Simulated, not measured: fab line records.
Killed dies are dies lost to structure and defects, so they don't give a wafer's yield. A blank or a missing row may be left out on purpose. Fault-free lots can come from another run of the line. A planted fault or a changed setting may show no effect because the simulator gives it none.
fab line records | flow n5_finfet
record lots=10 | wafers=28 | last_day=18
route steps=1938 shown HKMG_FIN@432 BEOL_M4@1111
lots that met no fault: from a run of the same line without faults
start_h: the number of hours between the record's first day and the start of the first shown wafer of the lot | wait_h: hours since the lot's step before | " the same as in the row above | L1.1+2: a row that stands for several wafers | - value missing, or start not given | * or withheld: withheld | < > ~ a bound
route shown NAME@n: a module of which the file shows steps, and the number in the route of the first | usual: mean/standard deviation of fault-free wafers | same: alike in all rows | chamber/n: place in a boat | sites: each site's reading | _std_site: standard deviation across them | _edge_site: mean of outer sites minus mean of inner sites | radius_mm: for every site, how far away it sits from the centre of the wafer | mask NAME#n: copy n | behind: the last tool/chamber to shape the wafer | hold: reason for holding the lot/hours on hold/outcome of the hold | device: names the non-switching transistor (n, p or np) | end of line: tests run on the same wafers once the route is complete | a step with no rows: only its recipe | killed: at the first sort, the dies lost to defects and structure; wafer yield is something else | map: a wafer's dies, marking killed ones x, the rest . and places with no die _
set.NAME: setting as actually run; set.NAME@STEP: the setting as run at that earlier step | model.NAME: the simulator's own value behind a step, which no gauge read
one table for each step of the route and one row for each wafer, over a sample of lots
services: the hour from which a tool's chamber was out of use, counted from the record's first day as start_h (under 0 if before that day), plus the number of hours and why
## steps
# step N5_HKMG_FIN_INSPECT_14
# recipe mode=adi | inspect_instrument=macro
# usual raw_defect_count=1.8/1.4
lot.wafer | tool              | chamber | start_h | wait_h | raw_defect_count
L842.2    | defect_inspect-02 | -       | 88.60   | 0.0    | 5
L842.5    | "                 | -       | "       | "      | 3
L842.6    | "                 | -       | "       | "      | 0
L844.2    | defect_inspect-02 | -       | 98.82   | 0.0    | 0
L844.3    | "                 | -       | "       | "      | 2
L844.6    | "                 | -       | "       | "      | 2
L848.1    | defect_inspect-02 | -       | 124.12  | 0.0    | 0
L848.2    | "                 | -       | "       | "      | 4
L848.4    | "                 | -       | "       | "      | 3
L853.3    | defect_inspect-01 | -       | 152.21  | 0.0    | 1
L853.4    | "                 | -       | "       | "      | 1
L854.1    | defect_inspect-01 | -       | 157.73  | 0.0    | 2
L854.3    | "                 | -       | "       | "      | 0
L855.2    | defect_inspect-02 | -       | 167.21  | 0.0    | 3
L855.4    | "                 | -       | "       | "      | 4
L855.5    | "                 | -       | "       | "      | 1
L858.1    | defect_inspect-02 | -       | 196.91  | 0.0    | 0
L858.2    | "                 | -       | "       | "      | 4
L858.3    | "                 | -       | "       | "      | 2
L860.3    | defect_inspect-01 | -       | 199.96  | 0.0    | 3
L860.5    | "                 | -       | "       | "      | 2
L860.6    | "                 | -       | "       | "      | 0
L862.1    | defect_inspect-01 | -       | 208.05  | 0.0    | 5
L862.4    | "                 | -       | "       | "      | 2
L862.5    | "                 | -       | "       | "      | 3
L863.1    | defect_inspect-02 | -       | 215.13  | 0.0    | 0
L863.3    | "                 | -       | "       | "      | 3
L863.6    | "                 | -       | "       | "      | 2
# step N5_HKMG_FIN_ETCH_32
# recipe chemistry=N2/H2 | target=SOC | target_depth_a=2400 | temp_c=40 | time_s=300 | ion_energy_ev=200 | mask_material=SiARC | pressure_mtorr=30 | source_w=840 | bias_w=150 | n2_flow_sccm=200 | h2_flow_sccm=200
# usual bias_w=149.9/0.46 | chamber_pressure_mTorr=29.999/0.027 | drypump_motor_current_A=5.8/0.46 | oes_product_au=0.82/0.094 | rf_vpp_V=524.8/2.5 | showerhead_plenum_p_Torr=2.58/0.092 | throttle_valve_pct=17.79/0.23
lot.wafer | tool        | chamber | start_h | wait_h | bias_w | chamber_pressure_mTorr | drypump_motor_current_A | oes_product_au | rf_hours_counter_h | rf_vpp_V | showerhead_plenum_p_Torr | throttle_valve_pct
L842.2    | rie_diel-04 | 2       | 88.82   | 0.0    | 150.4  | 29.981                 | 5.7                     | 0.72           | 210                | 523.4    | 2.51                     | 17.87
L842.5    | "           | 1       | "       | "      | 149.7  | 30.046                 | 5.4                     | 0.99           | -                  | 526.2    | 2.61                     | 17.58
L842.6    | "           | 2       | "       | "      | 150.4  | 30.005                 | 5.7                     | 0.72           | -                  | 523.4    | 2.51                     | 17.88
L844.2    | rie_diel-05 | 2       | 98.94   | 0.0    | 149.8  | 29.982                 | 6.6                     | 0.70           | 213                | 525.7    | 2.65                     | 18.24
L844.3    | "           | 1       | "       | "      | 150.1  | 29.990                 | 5.7                     | 0.91           | 17                 | 521.2    | 2.49                     | 17.80
L844.6    | "           | 2       | "       | "      | 150.0  | 30.015                 | 6.6                     | 0.71           | -                  | 526.2    | 2.65                     | 18.26
L848.1    | rie_diel-05 | 3       | 124.25  | 0.0    | 150.1  | 29.965                 | 5.2                     | 0.92           | 16                 | 527.7    | 2.72                     | 17.69
L848.2    | "           | 2       | "       | "      | 150.7  | 30.016                 | 6.6                     | 0.69           | 221                | 525.4    | 2.64                     | 18.28
L848.4    | "           | 0       | "       | "      | 149.6  | 29.995                 | 5.8                     | 0.96           | 8                  | 521.0    | 2.50                     | 17.74
L853.3    | rie_diel-05 | 1       | 152.74  | 0.0    | 150.7  | 29.972                 | 5.7                     | 0.88           | 37                 | 522.0    | 2.48                     | 17.83
L853.4    | "           | 0       | "       | "      | 149.4  | 29.999                 | 5.7                     | 0.93           | 17                 | 522.9    | 2.50                     | 17.74
L854.1    | rie_diel-05 | 2       | 157.88  | 0.0    | 150.1  | 29.992                 | 6.6                     | 0.69           | 234                | 527.6    | 2.64                     | 18.29
L854.3    | "           | 0       | "       | "      | 150.9  | 29.996                 | 5.8                     | 0.92           | 18                 | 521.6    | 2.50                     | 17.75
L855.2    | rie_diel-02 | 0       | 167.34  | 0.0    | 150.2  | 29.970                 | 5.8                     | 0.73           | 186                | 519.9    | 2.42                     | 17.77
L855.4    | "           | 2       | "       | "      | 150.3  | 29.982                 | 6.2                     | 0.82           | 74                 | 527.4    | 2.67                     | 17.52
L855.5    | "           | 0       | "       | "      | 150.9  | 30.013                 | 5.8                     | 0.73           | -                  | 521.3    | 2.42                     | 17.77
L858.1    | rie_diel-05 | 0       | 197.04  | 0.0    | 149.7  | 29.985                 | 5.8                     | 0.90           | 31                 | 522.2    | 2.49                     | 17.76
L858.2    | "           | 1       | "       | "      | 150.4  | 29.964                 | 5.6                     | 0.85           | 52                 | 521.3    | 2.48                     | 17.85
L858.3    | "           | 2       | "       | "      | 149.8  | 29.997                 | 6.5                     | 0.68           | 246                | 526.0    | 2.63                     | 18.29
L860.3    | rie_diel-05 | 3       | 200.09  | 0.0    | 150.3  | 29.986                 | 5.2                     | 0.87           | 40                 | 528.0    | 2.71                     | 17.73
L860.5    | "           | 3       | "       | "      | 150.4  | 29.993                 | 5.2                     | 0.88           | -                  | 527.8    | 2.71                     | 17.74
L860.6    | "           | 0       | "       | "      | 150.0  | 30.013                 | 5.8                     | 0.90           | -                  | 522.9    | 2.49                     | 17.77
L862.1    | rie_diel-04 | 2       | 208.17  | 0.0    | 149.5  | 29.987                 | 5.8                     | 0.69           | 251                | 522.4    | 2.49                     | 17.95
L862.4    | "           | 0       | "       | "      | 149.4  | 29.974                 | 5.2                     | 0.93           | 6                  | 522.7    | 2.48                     | 17.12
L862.5    | "           | 3       | "       | "      | 149.8  | 29.941                 | 6.5                     | 0.71           | -                  | 526.5    | 2.61                     | 17.92
L863.1    | rie_diel-05 | 3       | 215.26  | 0.0    | 150.0  | 30.024                 | 5.2                     | 0.86           | 47                 | 528.5    | 2.71                     | 17.75
L863.3    | "           | 1       | "       | "      | 150.4  | 29.946                 | 5.7                     | 0.84           | 58                 | 522.5    | 2.48                     | 17.88
L863.6    | "           | 0       | "       | "      | 150.2  | 30.027                 | 5.8                     | 0.88           | -                  | 523.4    | 2.49                     | 17.79
# step N5_HKMG_FIN_ALD_71
# recipe material=TiN | target_thk_a=10 | temp_c=400 | ald_precursor_family=TiCl4 | ald_co_reactant=NH3 | pulse_time_s=1 | purge_time_s=3 | co_reactant_purge_time_s=2 | co_reactant_pulse_time_s=2 | ald_cycles=47 | pressure_torr=3
# usual ald_cycles=47/0 | heater_power_w=888/53 | precursor_pulse_height_rel=1.000/0.018
# same pulse_time_s=1
lot.wafer | tool         | chamber | start_h | wait_h | ald_cycles | heater_power_w | precursor_pulse_height_rel
L842.2    | ald_metal-04 | 3       | 90.79   | 0.0    | 47         | 797            | 1.008
L842.5    | "            | 3       | "       | "      | 47         | 803            | 0.973
L842.6    | "            | 2       | "       | "      | 47         | 886            | 1.004
L844.2    | ald_metal-01 | 3       | 100.91  | 0.0    | 47         | 821            | 1.012
L844.3    | "            | 0       | "       | "      | 47         | 845            | 1.019
L844.6    | "            | 3       | "       | "      | 47         | 824            | 1.058
L848.1    | ald_metal-01 | 3       | 126.21  | 0.0    | 47         | 854            | 1.006
L848.2    | "            | 1       | "       | "      | 47         | 921            | 1.006
L848.4    | "            | 2       | "       | "      | 47         | 944            | 1.006
L853.3    | ald_metal-01 | 1       | 154.70  | 0.0    | 55         | 934            | 0.993
L853.4    | "            | 2       | "       | "      | 55         | 964            | 1.005
L854.1    | ald_metal-01 | 0       | 160.00  | 0.0    | 47         | 831            | 1.011
L854.3    | "            | 3       | "       | "      | 55         | 842            | 1.014
L855.2    | ald_metal-01 | 3       | 169.51  | 0.0    | 47         | 809            | 0.996
L855.4    | "            | 2       | "       | "      | 55         | 969            | 1.000
L855.5    | "            | 1       | "       | "      | 47         | 915            | 0.984
L858.1    | ald_metal-04 | 3       | 199.00  | 0.0    | 47         | 794            | 1.025
L858.2    | "            | 1       | "       | "      | 47         | 916            | 1.018
L858.3    | "            | 2       | "       | "      | 47         | 923            | 0.993
L860.3    | ald_metal-02 | 1       | 202.09  | 0.0    | 47         | 924            | 0.971
L860.5    | "            | 3       | "       | "      | 47         | 874            | 0.997
L860.6    | "            | 0       | "       | "      | 47         | 907            | 1.012
L862.1    | ald_metal-04 | 3       | 210.14  | 0.0    | 47         | 793            | 1.005
L862.4    | "            | 1       | "       | "      | 47         | 925            | 1.012
L862.5    | "            | 1       | "       | "      | 47         | 934            | 0.993
L863.1    | ald_metal-02 | 1       | 217.36  | 0.0    | 47         | 938            | 1.011
L863.3    | "            | 3       | "       | "      | 47         | 843            | 1.023
L863.6    | "            | 1       | "       | "      | 47         | 945            | 0.980
# step N5_HKMG_FIN_W_FILL_22
# recipe material=W | target_thk_a=600 | temp_c=400 | pressure_torr=39.4 | time_s=18.2
# usual heater_power_w=910/36 | throttle_valve_pct=19.7/0.92
lot.wafer | tool     | chamber | start_h | wait_h | heater_power_w | throttle_valve_pct
L842.2    | cvd_w-01 | 1       | 92.33   | 0.0    | 950            | 20.3
L842.5    | "        | 0       | "       | "      | 893            | 20.5
L842.6    | "        | 1       | "       | "      | 952            | 20.0
L844.2    | cvd_w-01 | 0       | 102.46  | 0.0    | 908            | 20.8
L844.3    | "        | 0       | "       | "      | 893            | 20.7
L844.6    | "        | 1       | "       | "      | 941            | 20.1
L848.1    | cvd_w-02 | 1       | 127.71  | 0.0    | 866            | 19.3
L848.2    | "        | 0       | "       | "      | 931            | 18.4
L848.4    | "        | 1       | "       | "      | 873            | 19.7
L853.3    | cvd_w-01 | 0       | 156.33  | 0.1    | 885            | 20.6
L853.4    | "        | 0       | "       | "      | 886            | 20.7
L854.1    | cvd_w-02 | 1       | 161.57  | 0.0    | 851            | 19.5
L854.3    | "        | 0       | "       | "      | 931            | 18.2
L855.2    | cvd_w-02 | 1       | 171.02  | 0.0    | 843            | 19.7
L855.4    | "        | 1       | "       | "      | 870            | 19.5
L855.5    | "        | 1       | "       | "      | 878            | 19.6
L858.1    | cvd_w-01 | 0       | 200.51  | 0.0    | 874            | 20.9
L858.2    | "        | 1       | "       | "      | 947            | 20.1
L858.3    | "        | 1       | "       | "      | 950            | 20.1
L860.3    | cvd_w-02 | 1       | 203.60  | 0.0    | 865            | 19.5
L860.5    | "        | 1       | "       | "      | 875            | 19.4
L860.6    | "        | 0       | "       | "      | 936            | 18.4
L862.1    | cvd_w-01 | 0       | 211.64  | 0.0    | 901            | 21.0
L862.4    | "        | 0       | "       | "      | 893            | 20.8
L862.5    | "        | 0       | "       | "      | 897            | 20.9
L863.1    | cvd_w-01 | 1       | 218.91  | 0.0    | 948            | 20.4
L863.3    | "        | 1       | "       | "      | 955            | 20.0
L863.6    | "        | 0       | "       | "      | 888            | 20.8
# step N5_BEOL_M4_RC_MEAS_101
# usual DIBL_N=36.2/1.6 | DIBL_P=36.5/1.9 | IOFF_N=0.158/0.027 | IOFF_P=0.21/0.038 | ION_N=675/12 | ION_P=464/8.9 | SS_N=71.5/0.61 | SS_P=73.4/0.59 | VT_N=250.4/3 | VT_P=-250/3.6
lot.wafer | tool      | chamber | start_h | wait_h | DIBL_N[mV/V] | DIBL_P[mV/V] | IOFF_N[nA/um] | IOFF_P[nA/um] | ION_N[uA/um] | ION_P[uA/um] | SS_N[mV/dec] | SS_P[mV/dec] | VT_N[mV] | VT_P[mV]
L842.2    | prober-01 | 0       | 170.34  | 0.2    | 35.1         | 35.1         | 0.140         | 0.18          | 670          | 458          | 71.4         | 73.4         | 250.7    | -254
L842.5    | "         | 0       | "       | "      | 34.4         | 34.7         | 0.130         | 0.18          | 663          | 461          | 70.9         | 73.1         | 255.0    | -254
L842.6    | "         | 0       | "       | "      | 34.1         | 33.3         | 0.114         | 0.16          | 656          | 449          | 71.2         | 72.0         | 254.7    | -255
L844.2    | prober-02 | 0       | 186.05  | 0.2    | 34.7         | 34.0         | 0.134         | 0.16          | 658          | 450          | 70.6         | 72.6         | 253.2    | -257
L844.3    | "         | 0       | "       | "      | 36.7         | 37.3         | 0.164         | 0.21          | 661          | 457          | 71.9         | 73.3         | 253.0    | -250
L844.6    | "         | 0       | "       | "      | 35.4         | 35.1         | 0.147         | 0.17          | 650          | 446          | 71.8         | 72.7         | 254.2    | -256
L848.1    | prober-01 | 0       | 212.54  | 0.0    | 37.5         | 36.6         | 0.156         | 0.18          | 666          | 452          | 71.0         | 73.1         | 250.0    | -257
L848.2    | "         | 0       | "       | "      | 39.8         | 38.7         | 0.211         | 0.21          | 682          | 453          | 72.3         | 73.9         | 246.5    | -255
L848.4    | "         | 0       | "       | "      | 36.0         | 34.4         | 0.128         | 0.16          | 651          | 437          | 71.1         | 73.0         | 256.1    | -259
L853.3    | prober-02 | 0       | 249.91  | 0.3    | 36.5         | 35.8         | 0.155         | 0.23          | 672          | 466          | 72.0         | 73.0         | 248.8    | -248
L853.4    | "         | 0       | "       | "      | 35.6         | 35.8         | 0.138         | 0.24          | 671          | 473          | 71.4         | 73.2         | 251.1    | -245
L854.1    | prober-01 | 0       | 255.25  | 0.0    | 36.2         | 37.1         | 0.157         | 0.25          | 685          | 473          | 70.6         | 73.1         | 247.2    | -246
L854.3    | "         | 0       | "       | "      | 39.3         | 40.7         | 0.242         | 0.31          | 702          | 479          | 72.4         | 74.5         | 242.4    | -242
L855.2    | prober-02 | 0       | 275.25  | 0.2    | 37.1         | 37.4         | 0.173         | 0.23          | 671          | 463          | 72.1         | 73.3         | 249.0    | -249
L855.4    | "         | 0       | "       | "      | 38.5         | 39.3         | 0.215         | 0.25          | 694          | 471          | 72.1         | 73.4         | 244.7    | -247
L855.5    | "         | 0       | "       | "      | 34.4         | 34.7         | 0.120         | 0.17          | 666          | 460          | 70.2         | 72.3         | 255.4    | -254
L858.1    | prober-01 | 0       | 281.24  | 0.0    | 35.9         | 35.2         | 0.144         | 0.20          | 699          | 475          | 71.7         | 73.5         | 248.9    | -250
L858.2    | "         | 0       | "       | "      | 37.0         | 37.2         | 0.162         | 0.23          | 691          | 467          | 71.6         | 74.1         | 248.4    | -251
L858.3    | "         | 0       | "       | "      | 38.6         | 40.1         | 0.212         | 0.30          | 705          | 488          | 72.1         | 74.0         | 245.7    | -242
L860.3    | prober-02 | 0       | 307.86  | 0.3    | 38.4         | 36.8         | 0.179         | 0.26          | 673          | 468          | 72.1         | 73.3         | 249.6    | -247
L860.5    | "         | 0       | "       | "      | 37.6         | 36.5         | 0.163         | 0.25          | 666          | 467          | 72.0         | 74.1         | 249.4    | -247
L860.6    | "         | 0       | "       | "      | 37.1         | 35.7         | 0.161         | 0.22          | 658          | 457          | 72.8         | 73.2         | 253.0    | -247
L863.1    | prober-01 | 0       | 313.01  | 0.0    | 38.4         | 38.9         | 0.223         | 0.30          | 690          | 478          | 73.0         | 74.6         | 246.9    | -245
L863.3    | "         | 0       | "       | "      | 36.2         | 36.3         | 0.157         | 0.23          | 666          | 461          | 71.9         | 73.7         | 252.2    | -248
L863.6    | "         | 0       | "       | "      | 36.0         | 35.3         | 0.158         | 0.21          | 675          | 461          | 71.6         | 72.9         | 252.8    | -252
L862.1    | prober-02 | 0       | 320.57  | 0.0    | 35.0         | 34.8         | 0.149         | 0.22          | 664          | 463          | 71.1         | 72.8         | 250.4    | -248
L862.4    | "         | 0       | "       | "      | 34.2         | 34.5         | 0.141         | 0.22          | 686          | 482          | 70.4         | 73.0         | 249.9    | -248
L862.5    | "         | 0       | "       | "      | 32.9         | 33.3         | 0.116         | 0.19          | 666          | 469          | 71.3         | 73.1         | 252.7    | -251
## services
tool         | chamber | start_h | hours | kind
cvd_w-01     | 0       | 68.89   | 3.5   | repair
ald_metal-01 | 0       | 70.26   | 7.8   | repair
rie_diel-05  | 0       | 81.23   | -     | clean
rie_diel-05  | 0       | 81.23   | -     | consumable_replace:focus_ring
rie_diel-05  | 0       | 81.23   | 18.0  | scheduled_down
rie_diel-05  | 0       | 81.23   | 18.0  | vent_cycle
cvd_w-01     | -       | 83.29   | 2.8   | pm
rie_diel-02  | -       | 93.56   | 0.3   | repair
ald_metal-01 | -       | 109.13  | 14.6  | pm
ald_metal-01 | -       | 123.82  | 0.6   | repair
ald_metal-02 | -       | 134.17  | 0.4   | repair
ald_metal-04 | -       | 135.80  | 14.6  | pm
ald_metal-02 | 1       | 150.83  | 3.9   | repair
cvd_w-01     | 1       | 152.46  | 13.0  | repair
ald_metal-04 | -       | 153.92  | 8.7   | pm
rie_diel-04  | 2       | 165.46  | 6.9   | repair
ald_metal-01 | 3       | 172.43  | 7.9   | repair
ald_metal-04 | -       | 180.21  | 2.8   | pm
rie_diel-05  | 2       | 206.62  | -     | clean
rie_diel-05  | 2       | 206.62  | -     | consumable_replace:focus_ring
rie_diel-05  | 2       | 206.62  | 23.4  | scheduled_down
rie_diel-05  | 2       | 206.62  | 23.4  | vent_cycle
rie_diel-04  | 0       | 212.51  | 4.9   | repair
rie_diel-04  | 2       | 214.43  | 1.4   | repair
## key
first_sign step=N5_HKMG_FIN_ALD_71 | reading=ald_cycles | direction=up | sigmas=99+ | usual=* | struck=*
effect none on later readings
met_at N5_HKMG_FIN_ALD_71
struck_lots L853,L854,L855
struck_wafers L853.3,L853.4,L854.3,L855.4
not_acting_at N5_HKMG_FIN_INSPECT_14,N5_HKMG_FIN_ETCH_32,N5_HKMG_FIN_W_FILL_22
onset_between 126.21 154.70
fault kind=process_parameter_drift | tool=ald_metal-01 | chamber=- | onset_h=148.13 | steps=N5_HKMG_FIN_ALD_71 | channel=ald_cycles | offset=* | shape=step | end_h=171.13 | scope=struck_wafers_only | acts_in=* | stated=*
